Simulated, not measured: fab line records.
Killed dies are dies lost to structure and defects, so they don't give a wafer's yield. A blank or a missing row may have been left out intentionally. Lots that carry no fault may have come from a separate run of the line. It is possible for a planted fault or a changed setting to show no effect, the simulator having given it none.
Which of the tools did it? / flow n5Finfet / 63 wafers from 21 lots sampled at 5 of the route's 1938 steps

WHAT EACH GAUGE READ, for each wafer
N5_GATE_CUT_OVL_MEAS_14. Usual: GATE_CUT_OVL 0.0 nm, standard deviation 0.68.
lot=L074; measured=day 4 11:24; on=overlay-01; GATE_CUT_OVL (nm)=0.6 -0.2 0.2; flag=
lot=L076; measured=day 4 21:04; on=overlay-02; GATE_CUT_OVL (nm)=0.6 0.5 1.6; flag=
lot=L077; measured=day 5 04:23; on=overlay-02; GATE_CUT_OVL (nm)=0.2 0.1 -0.1; flag=
lot=L078; measured=day 5 13:28; on=overlay-02; GATE_CUT_OVL (nm)=-0.4 -0.2 0.1; flag=
lot=L080; measured=day 5 21:19; on=overlay-02; GATE_CUT_OVL (nm)=1.1 0.6 0.7; flag=
lot=L081; measured=day 6 06:25; on=overlay-01; GATE_CUT_OVL (nm)=0.2 1.2 0.9; flag=
lot=L082; measured=day 6 14:23; on=overlay-01; GATE_CUT_OVL (nm)=-0.2 -0.2 0.1; flag=
lot=L083; measured=day 6 17:48; on=overlay-02; GATE_CUT_OVL (nm)=0.5 0.1 0.4; flag=
lot=L084; measured=day 6 23:14; on=overlay-02; GATE_CUT_OVL (nm)=1.2 1.1 0.0; flag=
lot=L085; measured=day 7 06:24; on=overlay-01; GATE_CUT_OVL (nm)=0.1 -0.6 0.6; flag=
lot=L086; measured=day 7 16:02; on=overlay-02; GATE_CUT_OVL (nm)=0.3 0.3 -0.8; flag=
lot=L087; measured=day 7 20:50; on=overlay-01; GATE_CUT_OVL (nm)=-1.7 -1.2 -1.7; flag=
lot=L088; measured=day 8 01:08; on=overlay-01; GATE_CUT_OVL (nm)=-0.3 0.2 0.3; flag=
lot=L089; measured=day 8 04:46; on=overlay-01; GATE_CUT_OVL (nm)=-0.9 0.4 -0.2; flag=
lot=L090; measured=day 8 17:33; on=overlay-02; GATE_CUT_OVL (nm)=-0.1 1.1 0.2; flag=
lot=L091; measured=day 8 17:34; on=overlay-02; GATE_CUT_OVL (nm)=0.0 -0.1 0.7; flag=
lot=L092; measured=day 9 00:34; on=overlay-01; GATE_CUT_OVL (nm)=-1.2 -1.0 -0.3; flag=
lot=L093; measured=day 9 08:52; on=overlay-02; GATE_CUT_OVL (nm)=0.7 0.6 -0.1; flag=
lot=L094; measured=day 9 11:40; on=overlay-02; GATE_CUT_OVL (nm)=-0.7 -0.9 -1.0; flag=
lot=L096; measured=day 10 01:02; on=overlay-01; GATE_CUT_OVL (nm)=-0.8 -0.3 -1.3; flag=
lot=L097; measured=day 10 06:34; on=overlay-02; GATE_CUT_OVL (nm)=-1.1 -1.3 -1.0; flag=

TOOL THAT RAN EACH LOT (tool first, then ch and the chambers of the sampled wafers, then the start)
lot=L074; N5_HKMG_FIN_ETCH_35=rieDiel-04 ch 0,1,3, day 4 03:33; N5_HKMG_FIN_ETCH_86=rieDiel-02 ch 1,2, day 4 04:35; N5_HKMG_FIN_W_FILL_22=cvdW-01 ch 0,1, day 4 06:50; N5_GATE_CUT_ETCHBACK_00=rieMetal-01 ch 0,1, day 4 07:44
lot=L076; N5_HKMG_FIN_ETCH_35=rieDiel-02 ch 1,2,3, day 4 13:19; N5_HKMG_FIN_ETCH_86=rieDiel-04 ch 0,1,3, day 4 14:20; N5_HKMG_FIN_W_FILL_22=cvdW-01 ch 0,1, day 4 16:34; N5_GATE_CUT_ETCHBACK_00=rieMetal-02 ch 0,1, day 4 17:25
lot=L077; N5_HKMG_FIN_ETCH_35=rieDiel-02 ch 0,1, day 4 20:05; N5_HKMG_FIN_ETCH_86=rieDiel-02 ch 0,1, day 4 21:06; N5_HKMG_FIN_W_FILL_22=cvdW-02 ch 0,1, day 4 23:24; N5_GATE_CUT_ETCHBACK_00=rieMetal-01 ch 1, day 5 00:20
lot=L078; N5_HKMG_FIN_ETCH_35=rieDiel-04 ch 1,2,3, day 5 05:41; N5_HKMG_FIN_ETCH_86=rieDiel-01 ch 1,3, day 5 06:43; N5_HKMG_FIN_W_FILL_22=cvdW-02 ch 0,1, day 5 09:02; N5_GATE_CUT_ETCHBACK_00=rieMetal-03 ch 0,1, day 5 09:54
lot=L080; N5_HKMG_FIN_ETCH_35=rieDiel-04 ch 0,2,3, day 5 13:10; N5_HKMG_FIN_ETCH_86=rieDiel-04 ch 2,3, day 5 14:11; N5_HKMG_FIN_W_FILL_22=cvdW-01 ch 0,1, day 5 16:26; N5_GATE_CUT_ETCHBACK_00=rieMetal-03 ch 0,1, day 5 17:26
lot=L081; N5_HKMG_FIN_ETCH_35=rieDiel-02 ch 1,2,3, day 5 22:35; N5_HKMG_FIN_ETCH_86=rieDiel-01 ch 1,2,3, day 5 23:37; N5_HKMG_FIN_W_FILL_22=cvdW-01 ch 0,1, day 6 01:51; N5_GATE_CUT_ETCHBACK_00=rieMetal-01 ch 1, day 6 02:43
lot=L082; N5_HKMG_FIN_ETCH_35=rieDiel-01 ch 0,1,2, day 6 06:40; N5_HKMG_FIN_ETCH_86=rieDiel-01 ch 0,1,3, day 6 07:41; N5_HKMG_FIN_W_FILL_22=cvdW-01 ch 0,1, day 6 09:56; N5_GATE_CUT_ETCHBACK_00=rieMetal-02 ch 0,1, day 6 10:48
lot=L083; N5_HKMG_FIN_ETCH_35=rieDiel-01 ch 0,1,3, day 6 09:32; N5_HKMG_FIN_ETCH_86=rieDiel-02 ch 0,2,3, day 6 10:36; N5_HKMG_FIN_W_FILL_22=cvdW-02 ch 0,1, day 6 13:04; N5_GATE_CUT_ETCHBACK_00=rieMetal-01 ch 0,1, day 6 13:55
lot=L084; N5_HKMG_FIN_ETCH_35=rieDiel-01 ch 0,2,3, day 6 15:15; N5_HKMG_FIN_ETCH_86=rieDiel-01 ch 1,2, day 6 16:16; N5_HKMG_FIN_W_FILL_22=cvdW-02 ch 0,1, day 6 18:35; N5_GATE_CUT_ETCHBACK_00=rieMetal-02 ch 0,1, day 6 19:28
lot=L085; N5_HKMG_FIN_ETCH_35=rieDiel-04 ch 1,3, day 6 22:43; N5_HKMG_FIN_ETCH_86=rieDiel-02 ch 0,1,3, day 6 23:44; N5_HKMG_FIN_W_FILL_22=cvdW-02 ch 0,1, day 7 01:59; N5_GATE_CUT_ETCHBACK_00=rieMetal-03 ch 0,1, day 7 02:50
lot=L086; N5_HKMG_FIN_ETCH_35=rieDiel-02 ch 0,1,3, day 7 07:56; N5_HKMG_FIN_ETCH_86=rieDiel-01 ch 0,2, day 7 08:58; N5_HKMG_FIN_W_FILL_22=cvdW-02 ch 0,1, day 7 11:20; N5_GATE_CUT_ETCHBACK_00=rieMetal-03 ch 0,1, day 7 12:13
lot=L087; N5_HKMG_FIN_ETCH_35=rieDiel-04 ch 0,1, day 7 12:29; N5_HKMG_FIN_ETCH_86=rieDiel-04 ch 0,1,3, day 7 13:34; N5_HKMG_FIN_W_FILL_22=cvdW-02 ch 0,1, day 7 15:49; N5_GATE_CUT_ETCHBACK_00=rieMetal-02 ch 0,1, day 7 16:42
lot=L088; N5_HKMG_FIN_ETCH_35=rieDiel-02 ch 2,3, day 7 17:14; N5_HKMG_FIN_ETCH_86=rieDiel-04 ch 1,2, day 7 18:16; N5_HKMG_FIN_W_FILL_22=cvdW-02 ch 0,1, day 7 20:32; N5_GATE_CUT_ETCHBACK_00=rieMetal-03 ch 0,1, day 7 21:23
lot=L089; N5_HKMG_FIN_ETCH_35=rieDiel-04 ch 0,1,3, day 7 20:56; N5_HKMG_FIN_ETCH_86=rieDiel-01 ch 1,2, day 7 21:58; N5_HKMG_FIN_W_FILL_22=cvdW-02 ch 0,1, day 8 00:12; N5_GATE_CUT_ETCHBACK_00=rieMetal-02 ch 0,1, day 8 01:03
lot=L090; N5_HKMG_FIN_ETCH_35=rieDiel-02 ch 1,2,3, day 8 05:01; N5_HKMG_FIN_ETCH_86=rieDiel-02 ch 0,1, day 8 06:06; N5_HKMG_FIN_W_FILL_22=cvdW-02 ch 0,1, day 8 08:32; N5_GATE_CUT_ETCHBACK_00=rieMetal-02 ch 0,1, day 8 09:29
lot=L091; N5_HKMG_FIN_ETCH_35=rieDiel-02 ch 1,3, day 8 09:37; N5_HKMG_FIN_ETCH_86=rieDiel-01 ch 0,2,3, day 8 10:43; N5_HKMG_FIN_W_FILL_22=cvdW-02 ch 0,1, day 8 12:57; N5_GATE_CUT_ETCHBACK_00=rieMetal-03 ch 0,1, day 8 13:48
lot=L092; N5_HKMG_FIN_ETCH_35=rieDiel-04 ch 0,1,2, day 8 16:37; N5_HKMG_FIN_ETCH_86=rieDiel-01 ch 0,1,3, day 8 17:47; N5_HKMG_FIN_W_FILL_22=cvdW-02 ch 0,1, day 8 20:02; N5_GATE_CUT_ETCHBACK_00=rieMetal-03 ch 0,1, day 8 20:53
lot=L093; N5_HKMG_FIN_ETCH_35=rieDiel-04 ch 0,1, day 9 00:24; N5_HKMG_FIN_ETCH_86=rieDiel-01 ch 0,3, day 9 01:26; N5_HKMG_FIN_W_FILL_22=cvdW-01 ch 0,1, day 9 03:40; N5_GATE_CUT_ETCHBACK_00=rieMetal-02 ch 0,1, day 9 04:32
lot=L094; N5_HKMG_FIN_ETCH_35=rieDiel-02 ch 0,1,3, day 9 03:47; N5_HKMG_FIN_ETCH_86=rieDiel-02 ch 0,1,2, day 9 04:48; N5_HKMG_FIN_W_FILL_22=cvdW-02 ch 0,1, day 9 07:02; N5_GATE_CUT_ETCHBACK_00=rieMetal-03 ch 0,1, day 9 07:55
lot=L096; N5_HKMG_FIN_ETCH_35=rieDiel-02 ch 0,1,2, day 9 16:02; N5_HKMG_FIN_ETCH_86=rieDiel-04 ch 0,3, day 9 17:07; N5_HKMG_FIN_W_FILL_22=cvdW-01 ch 0,1, day 9 19:28; N5_GATE_CUT_ETCHBACK_00=rieMetal-03 ch 0, day 9 20:23
lot=L097; N5_HKMG_FIN_ETCH_35=rieDiel-04 ch 0,3, day 9 22:32; N5_HKMG_FIN_ETCH_86=rieDiel-02 ch 0,1,2, day 9 23:35; N5_HKMG_FIN_W_FILL_22=cvdW-02 ch 0,1, day 10 01:51; N5_GATE_CUT_ETCHBACK_00=rieMetal-01 ch 0, day 10 02:44
- N5_HKMG_FIN_ETCH_35: etches SOC in N2/H2, target depth 215.8 nm, time 243.4 s.
- N5_HKMG_FIN_ETCH_86: etches SOC in N2/H2, stops on TiN, target depth 393.2 nm.
- N5_HKMG_FIN_W_FILL_22: material W, target thk 60 nm, time 18.2 s.
- N5_GATE_CUT_ETCHBACK_00: etches W in SF6/Cl2.

AS READ BY THE TOOLS THEMSELVES (means over the sampled wafers that have a number; for cases with no such wafer, the mark the record gives instead)
N5_HKMG_FIN_ETCH_35. Usual: chamberPressureMTorr 30.000 mTorr, standard deviation 0.028; drypumpMotorCurrentA 5.6 A, standard deviation 0.46; oesProductAu 0.81 a.u., standard deviation 0.099; rfVppV 141.7 V, standard deviation 0.98; showerheadPlenumPTorr 2.54 Torr, standard deviation 0.078; throttleValvePct 17.74 %, standard deviation 0.25.
lot=L074; tool=rieDiel-04; chamberPressureMTorr (mTorr)=30.005; drypumpMotorCurrentA (A)=5.5; oesProductAu (a.u.)=0.71; rfVppV (V)=140.9; showerheadPlenumPTorr (Torr)=2.52; throttleValvePct (%)=18.04; flag=
lot=L076; tool=rieDiel-02; chamberPressureMTorr (mTorr)=30.022; drypumpMotorCurrentA (A)=5.9; oesProductAu (a.u.)=0.75; rfVppV (V)=141.1; showerheadPlenumPTorr (Torr)=2.50; throttleValvePct (%)=17.69; flag=
lot=L077; tool=rieDiel-02; chamberPressureMTorr (mTorr)=30.006; drypumpMotorCurrentA (A)=5.9; oesProductAu (a.u.)=0.76; rfVppV (V)=141.0; showerheadPlenumPTorr (Torr)=2.48; throttleValvePct (%)=18.01; flag=
lot=L078; tool=rieDiel-04; chamberPressureMTorr (mTorr)=30.011; drypumpMotorCurrentA (A)=5.3; oesProductAu (a.u.)=0.78; rfVppV (V)=141.8; showerheadPlenumPTorr (Torr)=2.55; throttleValvePct (%)=17.97; flag=
lot=L080; tool=rieDiel-04; chamberPressureMTorr (mTorr)=29.998; drypumpMotorCurrentA (A)=5.5; oesProductAu (a.u.)=0.76; rfVppV (V)=141.4; showerheadPlenumPTorr (Torr)=2.57; throttleValvePct (%)=17.89; flag=
lot=L081; tool=rieDiel-02; chamberPressureMTorr (mTorr)=29.999; drypumpMotorCurrentA (A)=5.9; oesProductAu (a.u.)=0.83; rfVppV (V)=141.2; showerheadPlenumPTorr (Torr)=2.50; throttleValvePct (%)=17.55; flag=
lot=L082; tool=rieDiel-01; chamberPressureMTorr (mTorr)=30.008; drypumpMotorCurrentA (A)=5.6; oesProductAu (a.u.)=0.79; rfVppV (V)=141.6; showerheadPlenumPTorr (Torr)=2.62; throttleValvePct (%)=17.65; flag=
lot=L083; tool=rieDiel-01; chamberPressureMTorr (mTorr)=30.023; drypumpMotorCurrentA (A)=5.3; oesProductAu (a.u.)=0.74; rfVppV (V)=143.0; showerheadPlenumPTorr (Torr)=2.61; throttleValvePct (%)=17.61; flag=
lot=L084; tool=rieDiel-01; chamberPressureMTorr (mTorr)=30.008; drypumpMotorCurrentA (A)=5.4; oesProductAu (a.u.)=0.83; rfVppV (V)=142.0; showerheadPlenumPTorr (Torr)=2.61; throttleValvePct (%)=17.61; flag=
lot=L085; tool=rieDiel-04; chamberPressureMTorr (mTorr)=30.018; drypumpMotorCurrentA (A)=5.5; oesProductAu (a.u.)=0.80; rfVppV (V)=141.7; showerheadPlenumPTorr (Torr)=2.65; throttleValvePct (%)=17.93; flag=
lot=L086; tool=rieDiel-02; chamberPressureMTorr (mTorr)=29.964; drypumpMotorCurrentA (A)=5.9; oesProductAu (a.u.)=0.82; rfVppV (V)=141.6; showerheadPlenumPTorr (Torr)=2.48; throttleValvePct (%)=17.73; flag=
lot=L087; tool=rieDiel-04; chamberPressureMTorr (mTorr)=29.992; drypumpMotorCurrentA (A)=5.4; oesProductAu (a.u.)=0.84; rfVppV (V)=143.0; showerheadPlenumPTorr (Torr)=2.65; throttleValvePct (%)=17.77; flag=
lot=L088; tool=rieDiel-02; chamberPressureMTorr (mTorr)=29.995; drypumpMotorCurrentA (A)=6.2; oesProductAu (a.u.)=0.82; rfVppV (V)=140.8; showerheadPlenumPTorr (Torr)=2.50; throttleValvePct (%)=17.52; flag=
lot=L089; tool=rieDiel-04; chamberPressureMTorr (mTorr)=30.004; drypumpMotorCurrentA (A)=5.6; oesProductAu (a.u.)=0.77; rfVppV (V)=142.1; showerheadPlenumPTorr (Torr)=2.61; throttleValvePct (%)=17.91; flag=
lot=L090; tool=rieDiel-02; chamberPressureMTorr (mTorr)=29.977; drypumpMotorCurrentA (A)=5.9; oesProductAu (a.u.)=0.79; rfVppV (V)=141.1; showerheadPlenumPTorr (Torr)=2.49; throttleValvePct (%)=17.58; flag=
lot=L091; tool=rieDiel-02; chamberPressureMTorr (mTorr)=30.034; drypumpMotorCurrentA (A)=5.6; oesProductAu (a.u.)=0.77; rfVppV (V)=141.5; showerheadPlenumPTorr (Torr)=2.48; throttleValvePct (%)=17.62; flag=
lot=L092; tool=rieDiel-04; chamberPressureMTorr (mTorr)=30.024; drypumpMotorCurrentA (A)=5.4; oesProductAu (a.u.)=0.90; rfVppV (V)=142.5; showerheadPlenumPTorr (Torr)=2.60; throttleValvePct (%)=17.68; flag=
lot=L093; tool=rieDiel-04; chamberPressureMTorr (mTorr)=29.989; drypumpMotorCurrentA (A)=5.7; oesProductAu (a.u.)=0.92; rfVppV (V)=142.0; showerheadPlenumPTorr (Torr)=2.56; throttleValvePct (%)=17.64; flag=
lot=L094; tool=rieDiel-02; chamberPressureMTorr (mTorr)=29.991; drypumpMotorCurrentA (A)=5.9; oesProductAu (a.u.)=0.81; rfVppV (V)=140.5; showerheadPlenumPTorr (Torr)=2.47; throttleValvePct (%)=17.75; flag=
lot=L096; tool=rieDiel-02; chamberPressureMTorr (mTorr)=29.997; drypumpMotorCurrentA (A)=5.9; oesProductAu (a.u.)=0.86; rfVppV (V)=140.7; showerheadPlenumPTorr (Torr)=2.47; throttleValvePct (%)=17.58; flag=
lot=L097; tool=rieDiel-04; chamberPressureMTorr (mTorr)=30.002; drypumpMotorCurrentA (A)=5.7; oesProductAu (a.u.)=0.99; rfVppV (V)=141.1; showerheadPlenumPTorr (Torr)=2.56; throttleValvePct (%)=17.65; flag=

N5_HKMG_FIN_ETCH_86. Usual: chamberPressureMTorr 30.004 mTorr, standard deviation 0.027; drypumpMotorCurrentA 5.6 A, standard deviation 0.44; oesProductAu 0.79 a.u., standard deviation 0.095; rfVppV 241.0 V, standard deviation 1.2; showerheadPlenumPTorr 2.56 Torr, standard deviation 0.071; throttleValvePct 17.66 %, standard deviation 0.22.
lot=L074; tool=rieDiel-02; chamberPressureMTorr (mTorr)=30.028; drypumpMotorCurrentA (A)=5.7; oesProductAu (a.u.)=0.79; rfVppV (V)=240.2; showerheadPlenumPTorr (Torr)=2.49; throttleValvePct (%)=17.51; flag=
lot=L076; tool=rieDiel-04; chamberPressureMTorr (mTorr)=30.024; drypumpMotorCurrentA (A)=5.5; oesProductAu (a.u.)=0.69; rfVppV (V)=239.4; showerheadPlenumPTorr (Torr)=2.51; throttleValvePct (%)=18.01; flag=
lot=L077; tool=rieDiel-02; chamberPressureMTorr (mTorr)=29.997; drypumpMotorCurrentA (A)=5.9; oesProductAu (a.u.)=0.74; rfVppV (V)=240.3; showerheadPlenumPTorr (Torr)=2.48; throttleValvePct (%)=17.98; flag=
lot=L078; tool=rieDiel-01; chamberPressureMTorr (mTorr)=30.019; drypumpMotorCurrentA (A)=5.1; oesProductAu (a.u.)=0.77; rfVppV (V)=241.0; showerheadPlenumPTorr (Torr)=2.59; throttleValvePct (%)=17.51; flag=
lot=L080; tool=rieDiel-04; chamberPressureMTorr (mTorr)=30.016; drypumpMotorCurrentA (A)=5.2; oesProductAu (a.u.)=0.82; rfVppV (V)=241.5; showerheadPlenumPTorr (Torr)=2.61; throttleValvePct (%)=17.77; flag=
lot=L081; tool=rieDiel-01; chamberPressureMTorr (mTorr)=30.000; drypumpMotorCurrentA (A)=5.3; oesProductAu (a.u.)=0.81; rfVppV (V)=241.6; showerheadPlenumPTorr (Torr)=2.59; throttleValvePct (%)=17.55; flag=
lot=L082; tool=rieDiel-01; chamberPressureMTorr (mTorr)=29.993; drypumpMotorCurrentA (A)=5.3; oesProductAu (a.u.)=0.74; rfVppV (V)=241.3; showerheadPlenumPTorr (Torr)=2.61; throttleValvePct (%)=17.58; flag=
lot=L083; tool=rieDiel-02; chamberPressureMTorr (mTorr)=30.016; drypumpMotorCurrentA (A)=6.2; oesProductAu (a.u.)=0.87; rfVppV (V)=240.4; showerheadPlenumPTorr (Torr)=2.49; throttleValvePct (%)=17.64; flag=
lot=L084; tool=rieDiel-01; chamberPressureMTorr (mTorr)=30.003; drypumpMotorCurrentA (A)=5.5; oesProductAu (a.u.)=0.75; rfVppV (V)=242.5; showerheadPlenumPTorr (Torr)=2.59; throttleValvePct (%)=17.61; flag=
lot=L085; tool=rieDiel-02; chamberPressureMTorr (mTorr)=29.976; drypumpMotorCurrentA (A)=5.9; oesProductAu (a.u.)=0.82; rfVppV (V)=240.4; showerheadPlenumPTorr (Torr)=2.48; throttleValvePct (%)=17.68; flag=
lot=L086; tool=rieDiel-01; chamberPressureMTorr (mTorr)=30.019; drypumpMotorCurrentA (A)=5.6; oesProductAu (a.u.)=0.85; rfVppV (V)=241.8; showerheadPlenumPTorr (Torr)=2.61; throttleValvePct (%)=17.62; flag=
lot=L087; tool=rieDiel-04; chamberPressureMTorr (mTorr)=30.021; drypumpMotorCurrentA (A)=5.6; oesProductAu (a.u.)=0.76; rfVppV (V)=241.4; showerheadPlenumPTorr (Torr)=2.61; throttleValvePct (%)=17.87; flag=
lot=L088; tool=rieDiel-04; chamberPressureMTorr (mTorr)=30.005; drypumpMotorCurrentA (A)=5.1; oesProductAu (a.u.)=0.90; rfVppV (V)=242.3; showerheadPlenumPTorr (Torr)=2.69; throttleValvePct (%)=17.66; flag=
lot=L089; tool=rieDiel-01; chamberPressureMTorr (mTorr)=29.994; drypumpMotorCurrentA (A)=5.6; oesProductAu (a.u.)=0.91; rfVppV (V)=241.5; showerheadPlenumPTorr (Torr)=2.59; throttleValvePct (%)=17.49; flag=
lot=L090; tool=rieDiel-02; chamberPressureMTorr (mTorr)=29.996; drypumpMotorCurrentA (A)=5.7; oesProductAu (a.u.)=0.84; rfVppV (V)=240.1; showerheadPlenumPTorr (Torr)=2.47; throttleValvePct (%)=17.57; flag=
lot=L091; tool=rieDiel-01; chamberPressureMTorr (mTorr)=30.005; drypumpMotorCurrentA (A)=5.4; oesProductAu (a.u.)=0.79; rfVppV (V)=240.9; showerheadPlenumPTorr (Torr)=2.60; throttleValvePct (%)=17.61; flag=
lot=L092; tool=rieDiel-01; chamberPressureMTorr (mTorr)=30.014; drypumpMotorCurrentA (A)=5.3; oesProductAu (a.u.)=0.80; rfVppV (V)=241.7; showerheadPlenumPTorr (Torr)=2.60; throttleValvePct (%)=17.49; flag=
lot=L093; tool=rieDiel-01; chamberPressureMTorr (mTorr)=30.013; drypumpMotorCurrentA (A)=5.1; oesProductAu (a.u.)=0.75; rfVppV (V)=241.0; showerheadPlenumPTorr (Torr)=2.59; throttleValvePct (%)=17.58; flag=
lot=L094; tool=rieDiel-02; chamberPressureMTorr (mTorr)=30.025; drypumpMotorCurrentA (A)=6.0; oesProductAu (a.u.)=0.85; rfVppV (V)=240.1; showerheadPlenumPTorr (Torr)=2.47; throttleValvePct (%)=17.54; flag=
lot=L096; tool=rieDiel-04; chamberPressureMTorr (mTorr)=29.999; drypumpMotorCurrentA (A)=5.8; oesProductAu (a.u.)=0.94; rfVppV (V)=241.4; showerheadPlenumPTorr (Torr)=2.52; throttleValvePct (%)=17.60; flag=
lot=L097; tool=rieDiel-02; chamberPressureMTorr (mTorr)=29.986; drypumpMotorCurrentA (A)=5.9; oesProductAu (a.u.)=0.84; rfVppV (V)=240.9; showerheadPlenumPTorr (Torr)=2.47; throttleValvePct (%)=17.55; flag=

N5_HKMG_FIN_W_FILL_22. Usual: heaterPowerW 800 W, standard deviation 53; throttleValvePct 19.6 %, standard deviation 0.61.
lot=L074; tool=cvdW-01; heaterPowerW (W)=784; throttleValvePct (%)=20.1; flag=
lot=L076; tool=cvdW-01; heaterPowerW (W)=842; throttleValvePct (%)=20.1; flag=
lot=L077; tool=cvdW-02; heaterPowerW (W)=802; throttleValvePct (%)=18.9; flag=
lot=L078; tool=cvdW-02; heaterPowerW (W)=795; throttleValvePct (%)=19.1; flag=
lot=L080; tool=cvdW-01; heaterPowerW (W)=781; throttleValvePct (%)=20.3; flag=
lot=L081; tool=cvdW-01; heaterPowerW (W)=794; throttleValvePct (%)=20.2; flag=
lot=L082; tool=cvdW-01; heaterPowerW (W)=797; throttleValvePct (%)=20.3; flag=
lot=L083; tool=cvdW-02; heaterPowerW (W)=778; throttleValvePct (%)=19.5; flag=
lot=L084; tool=cvdW-02; heaterPowerW (W)=792; throttleValvePct (%)=19.2; flag=
lot=L085; tool=cvdW-02; heaterPowerW (W)=784; throttleValvePct (%)=19.3; flag=
lot=L086; tool=cvdW-02; heaterPowerW (W)=798; throttleValvePct (%)=19.1; flag=
lot=L087; tool=cvdW-02; heaterPowerW (W)=785; throttleValvePct (%)=19.7; flag=
lot=L088; tool=cvdW-02; heaterPowerW (W)=790; throttleValvePct (%)=19.3; flag=
lot=L089; tool=cvdW-02; heaterPowerW (W)=801; throttleValvePct (%)=19.1; flag=
lot=L090; tool=cvdW-02; heaterPowerW (W)=787; throttleValvePct (%)=19.3; flag=
lot=L091; tool=cvdW-02; heaterPowerW (W)=801; throttleValvePct (%)=19.2; flag=
lot=L092; tool=cvdW-02; heaterPowerW (W)=789; throttleValvePct (%)=19.5; flag=
lot=L093; tool=cvdW-01; heaterPowerW (W)=783; throttleValvePct (%)=20.4; flag=
lot=L094; tool=cvdW-02; heaterPowerW (W)=797; throttleValvePct (%)=19.6; flag=
lot=L096; tool=cvdW-01; heaterPowerW (W)=780; throttleValvePct (%)=20.3; flag=
lot=L097; tool=cvdW-02; heaterPowerW (W)=803; throttleValvePct (%)=19.2; flag=

N5_GATE_CUT_ETCHBACK_00. Usual: chamberPressureMTorr 7.999 mTorr, standard deviation 0.0081; drypumpMotorCurrentA 5.5 A, standard deviation 0.34; oesProductAu 0.74 a.u., standard deviation 0.091; throttleValvePct 27.5 %, standard deviation 0.34.
lot=L074; tool=rieMetal-01; chamberPressureMTorr (mTorr)=7.993; drypumpMotorCurrentA (A)=5.7; oesProductAu (a.u.)=0.72; throttleValvePct (%)=27.7; flag=
lot=L076; tool=rieMetal-02; chamberPressureMTorr (mTorr)=7.991; drypumpMotorCurrentA (A)=5.1; oesProductAu (a.u.)=0.81; throttleValvePct (%)=27.7; flag=
lot=L077; tool=rieMetal-01; chamberPressureMTorr (mTorr)=8.000; drypumpMotorCurrentA (A)=5.3; oesProductAu (a.u.)=0.82; throttleValvePct (%)=27.4; flag=
lot=L078; tool=rieMetal-03; chamberPressureMTorr (mTorr)=8.004; drypumpMotorCurrentA (A)=5.7; oesProductAu (a.u.)=0.69; throttleValvePct (%)=27.3; flag=
lot=L080; tool=rieMetal-03; chamberPressureMTorr (mTorr)=7.997; drypumpMotorCurrentA (A)=5.9; oesProductAu (a.u.)=0.75; throttleValvePct (%)=27.0; flag=
lot=L081; tool=rieMetal-01; chamberPressureMTorr (mTorr)=8.003; drypumpMotorCurrentA (A)=5.3; oesProductAu (a.u.)=0.83; throttleValvePct (%)=27.4; flag=
lot=L082; tool=rieMetal-02; chamberPressureMTorr (mTorr)=7.994; drypumpMotorCurrentA (A)=5.1; oesProductAu (a.u.)=0.80; throttleValvePct (%)=27.7; flag=
lot=L083; tool=rieMetal-01; chamberPressureMTorr (mTorr)=8.004; drypumpMotorCurrentA (A)=5.5; oesProductAu (a.u.)=0.77; throttleValvePct (%)=27.6; flag=
lot=L084; tool=rieMetal-02; chamberPressureMTorr (mTorr)=7.996; drypumpMotorCurrentA (A)=5.2; oesProductAu (a.u.)=0.73; throttleValvePct (%)=27.6; flag=
lot=L085; tool=rieMetal-03; chamberPressureMTorr (mTorr)=7.994; drypumpMotorCurrentA (A)=5.7; oesProductAu (a.u.)=0.68; throttleValvePct (%)=27.3; flag=
lot=L086; tool=rieMetal-03; chamberPressureMTorr (mTorr)=7.997; drypumpMotorCurrentA (A)=5.9; oesProductAu (a.u.)=0.74; throttleValvePct (%)=27.0; flag=
lot=L087; tool=rieMetal-02; chamberPressureMTorr (mTorr)=8.003; drypumpMotorCurrentA (A)=5.0; oesProductAu (a.u.)=0.79; throttleValvePct (%)=27.7; flag=
lot=L088; tool=rieMetal-03; chamberPressureMTorr (mTorr)=8.006; drypumpMotorCurrentA (A)=5.7; oesProductAu (a.u.)=0.68; throttleValvePct (%)=27.3; flag=
lot=L089; tool=rieMetal-02; chamberPressureMTorr (mTorr)=7.996; drypumpMotorCurrentA (A)=5.2; oesProductAu (a.u.)=0.73; throttleValvePct (%)=27.6; flag=
lot=L090; tool=rieMetal-02; chamberPressureMTorr (mTorr)=7.994; drypumpMotorCurrentA (A)=5.2; oesProductAu (a.u.)=0.72; throttleValvePct (%)=27.6; flag=
lot=L091; tool=rieMetal-03; chamberPressureMTorr (mTorr)=8.003; drypumpMotorCurrentA (A)=5.9; oesProductAu (a.u.)=0.73; throttleValvePct (%)=27.0; flag=
lot=L092; tool=rieMetal-03; chamberPressureMTorr (mTorr)=7.993; drypumpMotorCurrentA (A)=5.8; oesProductAu (a.u.)=0.73; throttleValvePct (%)=27.1; flag=
lot=L093; tool=rieMetal-02; chamberPressureMTorr (mTorr)=7.989; drypumpMotorCurrentA (A)=5.2; oesProductAu (a.u.)=0.71; throttleValvePct (%)=27.6; flag=
lot=L094; tool=rieMetal-03; chamberPressureMTorr (mTorr)=8.005; drypumpMotorCurrentA (A)=5.9; oesProductAu (a.u.)=0.72; throttleValvePct (%)=27.1; flag=
lot=L096; tool=rieMetal-03; chamberPressureMTorr (mTorr)=8.005; drypumpMotorCurrentA (A)=5.6; oesProductAu (a.u.)=0.61; throttleValvePct (%)=27.5; flag=
lot=L097; tool=rieMetal-01; chamberPressureMTorr (mTorr)=8.003; drypumpMotorCurrentA (A)=5.9; oesProductAu (a.u.)=0.65; throttleValvePct (%)=27.9; flag=

THE ANSWER, worked out from the rows above alone
Rule: take the mean of a lot's wafers that have a number; if it is more than 3 standard deviations from the usual mean, the lot is off. A lot without any number at a reading at which 4 lots or more have one is off too. Any other lot the step has rows for is counted as sound. Order of review: gauges by route order, followed by the tools' own readings, for which a lot's mean as printed above is used. At the first step where some lot is off, the reading lying furthest off is the one used; lots without a number count as furthest.
Nothing can be told from this: no lot is off at any reading shown.

WHAT WAS PUT IN BY THE SIMULATOR
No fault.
